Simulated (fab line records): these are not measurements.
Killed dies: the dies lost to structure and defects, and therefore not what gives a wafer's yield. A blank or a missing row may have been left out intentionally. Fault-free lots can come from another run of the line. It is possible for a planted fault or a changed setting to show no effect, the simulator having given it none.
Chamber matching || flow nand harc || NHARC_A_WL_FILL_CMP_12 on cmp-03 has 4 sister chambers
The step polishes, t overpolish 30 s, target thk 75 nm. 4 wafers are shown with their chamber, then 10 later ones without.

## WAFERS PAIRED WITH THEIR CHAMBERS
{"wafer": "L086.1", "chamber": 3, "motor current A (A)": 14.3}
{"wafer": "L086.3", "chamber": 0, "motor current A (A)": 12.0}
{"wafer": "L089.1", "chamber": 2, "motor current A (A)": 11.2}
{"wafer": "L089.2", "chamber": 1, "motor current A (A)": 13.0}

## WAFERS WITH NO CHAMBER GIVEN
{"wafer": "L089.6", "motor current A (A)": 14.2}
{"wafer": "L096.1", "motor current A (A)": 14.2}
{"wafer": "L096.2", "motor current A (A)": 11.6}
{"wafer": "L096.3", "motor current A (A)": 11.5}
{"wafer": "L095.3", "motor current A (A)": 11.9}
{"wafer": "L095.5", "motor current A (A)": 12.5}
{"wafer": "L095.6", "motor current A (A)": 11.9}
{"wafer": "L097.3", "motor current A (A)": 11.2}
{"wafer": "L097.4", "motor current A (A)": 13.7}
{"wafer": "L097.6", "motor current A (A)": 11.5}

## WHICH CHAMBER EACH ONE RAN IN
{"wafer": "L089.6", "from the rows above": 3, "in truth": 3}
{"wafer": "L096.1", "from the rows above": 3, "in truth": 3}
{"wafer": "L096.2", "from the rows above": "can't be placed: 0 or 2", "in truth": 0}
{"wafer": "L096.3", "from the rows above": "can't be placed: 2 or 0", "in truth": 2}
{"wafer": "L095.3", "from the rows above": "can't be placed: 0 or 2", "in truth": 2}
{"wafer": "L095.5", "from the rows above": "can't be placed: 0 or 1", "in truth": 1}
{"wafer": "L095.6", "from the rows above": "can't be placed: 0 or 2", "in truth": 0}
{"wafer": "L097.3", "from the rows above": 2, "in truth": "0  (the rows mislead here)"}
{"wafer": "L097.4", "from the rows above": "can't be placed: 3 or 1", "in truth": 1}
{"wafer": "L097.6", "from the rows above": "can't be placed: 2 or 0", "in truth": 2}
2 of 10 placed correctly. These rows do not allow placing 7 (true chamber among the candidates in 7). Placed wrongly: 1.
How it was worked out, from the rows above alone: a wafer's distance from a chamber is the root of the sum, over the readings, of the square of ((its reading less the chamber's mean) divided by the reading's scatter). The wafer belongs to the nearest chamber; if the next one is less than 2 further off, it can't be placed. Each chamber's mean is taken over the wafers shown for it. The scatter (one wafer shown for each chamber): square how far every hidden wafer sits from the nearest shown wafer, average those squares and take the square root.
